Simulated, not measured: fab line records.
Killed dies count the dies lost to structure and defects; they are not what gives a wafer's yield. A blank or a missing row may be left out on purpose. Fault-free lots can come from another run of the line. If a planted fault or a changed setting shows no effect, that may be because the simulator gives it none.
Chamber matching / flow n5Finfet / N5_BEOL_M6_PECVD_70 on pecvd-03: 3 sister chambers
The step deposits SiO2 from TEOS/O2, target thk 20 nm, time 22.7 s. 6 wafers are shown with their chamber, then 7 later ones without.

## WAFERS PAIRED WITH THEIR CHAMBERS
wafer=L082.4; chamber=2; throttleValvePct (%)=20.8; showerheadPlenumPTorr (Torr)=8.81
wafer=L091.2; chamber=1; throttleValvePct (%)=23.9; showerheadPlenumPTorr (Torr)=8.79
wafer=L091.3; chamber=0; throttleValvePct (%)=21.2; showerheadPlenumPTorr (Torr)=8.96
wafer=L091.5; chamber=1; throttleValvePct (%)=24.2; showerheadPlenumPTorr (Torr)=8.76
wafer=L093.3; chamber=0; throttleValvePct (%)=21.2; showerheadPlenumPTorr (Torr)=8.94
wafer=L093.5; chamber=2; throttleValvePct (%)=21.3; showerheadPlenumPTorr (Torr)=8.84

## WAFERS WITHOUT THEIR CHAMBER
wafer=L093.6; throttleValvePct (%)=24.3; showerheadPlenumPTorr (Torr)=8.77
wafer=L094.2; throttleValvePct (%)=21.1; showerheadPlenumPTorr (Torr)=8.82
wafer=L094.3; throttleValvePct (%)=23.8; showerheadPlenumPTorr (Torr)=8.77
wafer=L094.6; throttleValvePct (%)=24.2; showerheadPlenumPTorr (Torr)=8.77
wafer=L097.2; throttleValvePct (%)=24.1; showerheadPlenumPTorr (Torr)=8.81
wafer=L097.3; throttleValvePct (%)=24.2; showerheadPlenumPTorr (Torr)=8.76
wafer=L097.6; throttleValvePct (%)=21.2; showerheadPlenumPTorr (Torr)=8.81

## CHAMBER TAKEN BY EACH
wafer=L093.6; from the rows above=1; in truth=1
wafer=L094.2; from the rows above=2; in truth=2
wafer=L094.3; from the rows above=1; in truth=1
wafer=L094.6; from the rows above=1; in truth=1
wafer=L097.2; from the rows above=1; in truth=1
wafer=L097.3; from the rows above=1; in truth=1
wafer=L097.6; from the rows above=2; in truth=2
Correctly placed: 7 of 7. Can't be placed from these rows: 0. Placed wrongly: 0.
How it was worked out, from the rows above alone: a wafer's distance from a chamber is the root of the sum, over the readings, of the square of ((its reading less the chamber's mean) divided by the reading's scatter). The wafer belongs to the nearest chamber; if the next one is less than 2 further off, it can't be placed. For every chamber, the mean is computed from those of its wafers that are shown. How the scatter is found: for the shown wafers, subtract from each reading the mean of its chamber, square and add these, divide the total by (wafers less chambers), then take the root.
